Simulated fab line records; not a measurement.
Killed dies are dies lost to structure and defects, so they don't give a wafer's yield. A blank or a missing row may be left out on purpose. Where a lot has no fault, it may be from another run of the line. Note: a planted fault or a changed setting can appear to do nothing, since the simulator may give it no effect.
A struck lot beside a sound one ; flow nand harc ; 14 out of 1302 route steps
Sound: the wafers L547.2, L547.5, L547.6. Struck: wafers L565.4, L565.6. The cause comes at the end.
Each step with rows lists, per side, the tool, then ch with its chambers, then its first start. Under that, the readings that differ: sound wafers ; struck wafers ; difference of the means ; sigmas: that difference in standard deviations of wafers without a fault.
alike: words and numbers the same on both sides, and readings whose means are apart by under 2 such deviations; not compared: readings that were withheld, readings missing a value for some wafer, numbers with overlapping values and no deviation given by the record, and bounds like >300 which may hide the same value.
A row with sigmas, a row that says differs or no value, or rows on one side alone: a step with any of these is where the two part. Numbers that have no deviation but don't overlap get no sigmas and don't part them. A reading missing from all wafers of one side parts the sides only when that side holds two or more wafers.

first, 1 step without rows for these wafers: NHARC_A_ONON_D1_DEP_09 (target thk 1000 nm).
NHARC_A_ONON_D1_THK_MEAS_11: measures by ellipsometry.
  sound on film metro-01 at day 8 06:41; struck on film metro-01 at day 15 18:38
  alike: thk nm
then, 1 step without rows for these wafers: NHARC_A_ONON_D1_DEP_12 (target thk 1000 nm).
NHARC_A_ONON_D1_THK_MEAS_14: measures by ellipsometry.
  sound on film metro-02 at day 8 07:15; struck on film metro-01 at day 15 19:13
reading;sound;struck;difference;sigmas
thk nm (nm);982 983 983;1009 1010;+27;+3
then, 2 steps without rows for these wafers: NHARC_A_ONON_D1_ANNEAL_15 (time 3600 s); NHARC_A_ONON_D1_DEP_16 (target thk 1000 nm).
NHARC_A_ONON_D1_THK_MEAS_18: measures by ellipsometry.
  sound on film metro-01 at day 8 17:56; struck on film metro-01 at day 16 03:01
  alike: thk nm
then, 1 step without rows for these wafers: NHARC_A_ONON_D1_DEP_19 (target thk 1000 nm).
NHARC_A_ONON_D1_THK_MEAS_21: measures by ellipsometry.
  sound on film metro-02 at day 8 18:29; struck on film metro-01 at day 16 03:35
  alike: thk nm
then, 1 step without rows for these wafers: NHARC_A_ONON_D1_DEP_22 (target thk 1000 nm).
NHARC_A_ONON_D1_THK_MEAS_24: measures by ellipsometry.
  sound on film metro-01 at day 8 19:03; struck on film metro-02 at day 16 04:09
  alike: thk nm
NHARC_A_ONON_D1_DEP_25: target thk 1000 nm.
  sound on pecvd onon-04 ch 0, day 8 19:10; struck on pecvd onon-01 ch 0, day 16 04:23
  alike: n2 flow sccm, sih4 flow sccm, susceptor temp C
NHARC_A_ONON_D1_THK_MEAS_27: measures by ellipsometry.
  sound on film metro-01 at day 8 19:37; struck on film metro-01 at day 16 04:43
reading;sound;struck;difference;sigmas
thk nm (nm);1004 1006 1005;1064 1065;+60;+7
then, 1 step without rows for these wafers: NHARC_A_ONON_D1_DEP_28 (target thk 1000 nm).

== WHERE THEY PART ==
Earliest at NHARC_A_ONON_D1_THK_MEAS_14; latest, in this record, at NHARC_A_ONON_D1_THK_MEAS_27.

WHY: whatever the simulator had introduced
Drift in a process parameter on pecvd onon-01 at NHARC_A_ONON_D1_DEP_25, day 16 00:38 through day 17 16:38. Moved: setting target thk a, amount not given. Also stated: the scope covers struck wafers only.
